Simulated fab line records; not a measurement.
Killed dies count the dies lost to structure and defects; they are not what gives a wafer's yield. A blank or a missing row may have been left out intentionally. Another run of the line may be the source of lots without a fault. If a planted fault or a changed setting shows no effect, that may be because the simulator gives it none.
Which of the tools did it? | flow n5-finfet | 66 wafers from 22 lots sampled at 4 of the route's 1938 steps

== WHAT THE GAUGES READ, wafer by wafer ==
N5_FIN_CUT_CD_MEAS_08: the cd target is 29.1 nm.
lot  | measured    | on        | cd-nm (nm)
L074 | day 2 02:58 | cd-sem-02 | 28.91 28.95 29.22
L075 | day 2 10:17 | cd-sem-01 | 29.27 29.48 29.41
L076 | day 2 16:04 | cd-sem-01 | 28.83 28.99 28.76
L077 | day 2 22:44 | cd-sem-03 | 28.98 28.99 29.13
L078 | day 3 02:06 | cd-sem-03 | 29.19 29.52 29.22
L079 | day 3 08:18 | cd-sem-03 | 29.47 29.04 29.31
L080 | day 3 15:12 | cd-sem-01 | 29.30 29.66 28.63
L081 | day 3 21:29 | cd-sem-02 | 29.40 29.23 29.24
L082 | day 4 03:36 | cd-sem-03 | 29.20 29.26 28.92
L083 | day 4 08:30 | cd-sem-02 | 29.16 29.54 29.08
L084 | day 4 17:25 | cd-sem-02 | 29.10 29.00 29.16
L085 | day 4 22:17 | cd-sem-02 | 28.81 29.41 29.04
L086 | day 5 05:35 | cd-sem-03 | 28.63 29.06 28.77
L087 | day 5 10:07 | cd-sem-02 | 29.29 29.70 28.99
L089 | day 5 21:04 | cd-sem-02 | 29.48 29.03 28.97
L090 | day 6 02:55 | cd-sem-03 | 29.39 29.14 28.98
L092 | day 6 15:10 | cd-sem-02 | 29.02 29.03 29.22
L093 | day 6 21:58 | cd-sem-03 | 29.01 29.13 29.15
L094 | day 7 03:10 | cd-sem-01 | 28.99 28.89 29.23
L095 | day 7 09:14 | cd-sem-02 | 29.14 29.31 29.26
L096 | day 7 14:43 | cd-sem-01 | 28.77 28.81 28.94
L097 | day 7 22:14 | cd-sem-02 | 29.36 28.98 29.10

== WHAT TOOL EACH LOT RAN ON (gives the tool, then ch and the chambers of the sampled wafers, and finally the start) ==
lot  | N5_FIN_SAQP_SPACER1_ALD_24       | N5_FIN_SAQP_RECESS_63             | N5_FIN_SAQP_SPACER2_ETCHBACK_29
L074 | ald-sin-02 ch 0,1,2, day 1 22:58 | vapor-etch-01 ch 1, day 2 00:10   | rie-diel-04 ch 1,3, day 2 01:45
L075 | ald-sin-04 ch 1,2,3, day 2 06:32 | vapor-etch-02 ch 0,1, day 2 08:14 | rie-diel-02 ch 0,1,3, day 2 09:12
L076 | ald-sin-01 ch 1,3, day 2 12:13   | vapor-etch-02 ch 0,1, day 2 13:32 | rie-diel-04 ch 1,3, day 2 14:50
L077 | ald-sin-04 ch 0,1,3, day 2 19:13 | vapor-etch-01 ch 0,1, day 2 20:20 | rie-diel-02 ch 0,1,3, day 2 21:32
L078 | ald-sin-01 ch 1,2,3, day 2 22:45 | vapor-etch-02 ch 0,1, day 2 23:56 | rie-diel-05 ch 1,3, day 3 01:01
L079 | ald-sin-02 ch 0,1, day 3 04:40   | vapor-etch-01 ch 1, day 3 06:01   | rie-diel-02 ch 0,3, day 3 07:05
L080 | ald-sin-04 ch 1,3, day 3 11:34   | vapor-etch-02 ch 0,1, day 3 12:45 | rie-diel-04 ch 0,1,2, day 3 13:53
L081 | ald-sin-01 ch 0,1, day 3 17:38   | vapor-etch-02 ch 0,1, day 3 19:07 | rie-diel-02 ch 0,1,2, day 3 20:11
L082 | ald-sin-04 ch 2,3, day 4 00:02   | vapor-etch-01 ch 0,1, day 4 01:19 | rie-diel-02 ch 1,2,3, day 4 02:23
L083 | ald-sin-04 ch 0,3, day 4 04:43   | vapor-etch-01 ch 0,1, day 4 05:59 | rie-diel-05 ch 0,1, day 4 07:18
L084 | ald-sin-04 ch 0,1,3, day 4 12:01 | vapor-etch-02 ch 0, day 4 13:32   | rie-diel-02 ch 2,3, day 4 16:13
L085 | ald-sin-02 ch 0,1,3, day 4 18:48 | vapor-etch-02 ch 0,1, day 4 19:59 | rie-diel-02 ch 1,2,3, day 4 21:04
L086 | ald-sin-02 ch 0,1, day 5 01:22   | vapor-etch-01 ch 1, day 5 02:34   | rie-diel-02 ch 0,1, day 5 04:17
L087 | ald-sin-01 ch 1,2,3, day 5 04:20 | vapor-etch-01 ch 1, day 5 05:33   | rie-diel-04 ch 0,1,3, day 5 08:49
L089 | ald-sin-01 ch 0,1, day 5 17:11   | vapor-etch-01 ch 0,1, day 5 18:56 | rie-diel-05 ch 0,1,3, day 5 19:54
L090 | ald-sin-02 ch 0,1,2, day 5 23:26 | vapor-etch-01 ch 0,1, day 6 00:44 | rie-diel-05 ch 0,1, day 6 01:49
L092 | ald-sin-01 ch 0,2,3, day 6 11:12 | vapor-etch-02 ch 0,1, day 6 12:52 | rie-diel-04 ch 0,1, day 6 14:04
L093 | ald-sin-01 ch 0,1,3, day 6 18:13 | vapor-etch-01 ch 0,1, day 6 19:25 | rie-diel-05 ch 1,2,3, day 6 20:53
L094 | ald-sin-04 ch 0,1,2, day 6 23:40 | vapor-etch-01 ch 0,1, day 7 00:54 | rie-diel-04 ch 1,2,3, day 7 02:00
L095 | ald-sin-02 ch 0,3, day 7 05:38   | vapor-etch-01 ch 0,1, day 7 06:52 | rie-diel-02 ch 1,2, day 7 07:58
L096 | ald-sin-04 ch 0,1, day 7 10:45   | vapor-etch-02 ch 0,1, day 7 12:03 | rie-diel-02 ch 1,2,3, day 7 13:30
L097 | ald-sin-01 ch 1,2,3, day 7 18:13 | vapor-etch-01 ch 0,1, day 7 19:47 | rie-diel-02 ch 0,1, day 7 20:47
- N5_FIN_SAQP_SPACER1_ALD_24: deposits SiO2, target thk 20.3 nm, pulse time 1 s, purge time 2 s.
- N5_FIN_SAQP_RECESS_63: chemistry HF/NH3, target SiO2, target depth 18 nm, afs cycles 3, sublimation time 60 s.
- N5_FIN_SAQP_SPACER2_ETCHBACK_29: etches SiO2 in CHF3/O2, target depth 12.2 nm, time 6.1 s.

== AS READ BY THE TOOLS THEMSELVES (means over the sampled wafers that have a number; for cases with no such wafer, the mark the record gives instead) ==
N5_FIN_SAQP_SPACER1_ALD_24.
lot  | tool       | chamber-pressure-Torr (Torr) | heater-power-w (W) | precursor-pulse-height-rel
L074 | ald-sin-02 | 2.001                        | 481                | 0.990
L075 | ald-sin-04 | 1.996                        | 456                | 1.020
L076 | ald-sin-01 | 1.997                        | 471                | 0.988
L077 | ald-sin-04 | 2.004                        | 454                | 0.985
L078 | ald-sin-01 | 2.000                        | 468                | 0.987
L079 | ald-sin-02 | 1.999                        | 503                | 1.014
L080 | ald-sin-04 | 1.996                        | 451                | 0.995
L081 | ald-sin-01 | 1.998                        | 575                | 0.994
L082 | ald-sin-04 | 2.002                        | 504                | 0.987
L083 | ald-sin-04 | 1.997                        | 462                | 1.002
L084 | ald-sin-04 | 2.000                        | 457                | 1.006
L085 | ald-sin-02 | 1.998                        | 508                | 0.985
L086 | ald-sin-02 | 2.005                        | 504                | 1.001
L087 | ald-sin-01 | 2.003                        | 443                | 1.007
L089 | ald-sin-01 | 2.000                        | 524                | 1.004
L090 | ald-sin-02 | 1.998                        | 487                | 0.992
L092 | ald-sin-01 | 1.998                        | 487                | 0.984
L093 | ald-sin-01 | 2.001                        | 493                | 1.002
L094 | ald-sin-04 | 1.998                        | 429                | 1.002
L095 | ald-sin-02 | 2.000                        | 507                | 0.989
L096 | ald-sin-04 | 2.000                        | 428                | 0.997
L097 | ald-sin-01 | 1.999                        | 449                | 1.003

N5_FIN_SAQP_RECESS_63.
lot  | tool          | drypump-motor-current-A (A) | temp-c (C)
L074 | vapor-etch-01 | 6.5                         | 29.87
L075 | vapor-etch-02 | 6.0                         | 30.05
L076 | vapor-etch-02 | 6.1                         | 30.10
L077 | vapor-etch-01 | 5.8                         | 30.10
L078 | vapor-etch-02 | 6.1                         | 29.97
L079 | vapor-etch-01 | 6.5                         | 30.13
L080 | vapor-etch-02 | 6.2                         | 30.00
L081 | vapor-etch-02 | 6.0                         | 29.98
L082 | vapor-etch-01 | 5.7                         | 30.01
L083 | vapor-etch-01 | 5.7                         | 29.95
L084 | vapor-etch-02 | 6.3                         | 30.06
L085 | vapor-etch-02 | 6.0                         | 30.05
L086 | vapor-etch-01 | 6.5                         | 29.85
L087 | vapor-etch-01 | 6.5                         | 29.99
L089 | vapor-etch-01 | 5.7                         | 30.09
L090 | vapor-etch-01 | 5.7                         | 30.09
L092 | vapor-etch-02 | 6.0                         | 30.00
L093 | vapor-etch-01 | 5.8                         | 29.90
L094 | vapor-etch-01 | 6.1                         | 29.91
L095 | vapor-etch-01 | 5.7                         | 29.94
L096 | vapor-etch-02 | 6.1                         | 29.94
L097 | vapor-etch-01 | 5.8                         | 29.95

N5_FIN_SAQP_SPACER2_ETCHBACK_29.
lot  | tool        | drypump-motor-current-A (A) | mfc-ar-sccm (sccm) | oes-product-au (a.u.) | rf-vpp-V (V) | showerhead-plenum-p-Torr (Torr) | throttle-valve-pct (%)
L074 | rie-diel-04 | 5.5                         | 200.2              | 0.94                  | 523          | 2.39                            | 18.82
L075 | rie-diel-02 | 6.0                         | 200.3              | 0.79                  | 527          | 2.36                            | 18.75
L076 | rie-diel-04 | 5.3                         | 199.8              | 0.94                  | 520          | 2.42                            | 18.79
L077 | rie-diel-02 | 6.0                         | 199.2              | 0.79                  | 526          | 2.36                            | 18.74
L078 | rie-diel-05 | 5.8                         | 199.7              | 0.84                  | 523          | 2.42                            | 18.71
L079 | rie-diel-02 | 5.8                         | 200.0              | 0.83                  | 530          | 2.40                            | 18.69
L080 | rie-diel-04 | 5.6                         | 200.0              | 0.86                  | 524          | 2.37                            | 18.74
L081 | rie-diel-02 | 6.1                         | 200.0              | 0.82                  | 527          | 2.39                            | 18.82
L082 | rie-diel-02 | 5.6                         | 200.0              | 0.87                  | 528          | 2.45                            | 18.86
L083 | rie-diel-05 | 5.8                         | 200.6              | 0.83                  | 529          | 2.50                            | 18.73
L084 | rie-diel-02 | 5.5                         | 200.0              | 0.94                  | 530          | 2.53                            | 18.85
L085 | rie-diel-02 | 5.6                         | 199.6              | 0.85                  | 527          | 2.45                            | 18.88
L086 | rie-diel-02 | 6.2                         | 199.6              | 0.72                  | 523          | 2.31                            | 18.85
L087 | rie-diel-04 | 5.3                         | 199.4              | 0.83                  | 522          | 2.36                            | 18.87
L089 | rie-diel-05 | 5.8                         | 200.2              | 0.87                  | 526          | 2.44                            | 18.77
L090 | rie-diel-05 | 5.8                         | 200.8              | 0.83                  | 527          | 2.50                            | 18.76
L092 | rie-diel-04 | 5.3                         | 200.2              | 0.76                  | 522          | 2.30                            | 18.93
L093 | rie-diel-05 | 5.8                         | 200.3              | 0.82                  | 521          | 2.39                            | 18.81
L094 | rie-diel-04 | 5.6                         | 200.2              | 0.88                  | 524          | 2.41                            | 18.74
L095 | rie-diel-02 | 5.8                         | 199.7              | 0.79                  | 522          | 2.39                            | 18.96
L096 | rie-diel-02 | 5.6                         | 200.3              | 0.83                  | 527          | 2.44                            | 18.90
L097 | rie-diel-02 | 6.5                         | 199.3              | 0.69                  | 525          | 2.29                            | 18.79

== THE ANSWER, worked out from the rows above alone ==
Rule: the usual values come from the lots themselves. Put in order of their means at a reading, lots are off if they are a third of the lots or fewer, leave a main group of 4 or more, and stand apart from it by a gap of 3 or more times the standard deviation of the main group's means; of several such gaps the widest counts. If all means in a main group match to the digits the tables above print for the reading, that group is not used. A lot without any number at a reading at which 4 lots or more have one is off too. Any other lot the step has rows for is counted as sound. After the gauges, taken in route order, come the tools' own readings; for these a lot's mean is taken, as printed above. The first step at which some lot is off is used, and at that step the reading that is off furthest; a lot without a number counts as furthest.
None of the lots is off at any reading shown; this tells nothing.

== WHAT THE SIMULATOR HAD INSERTED ==
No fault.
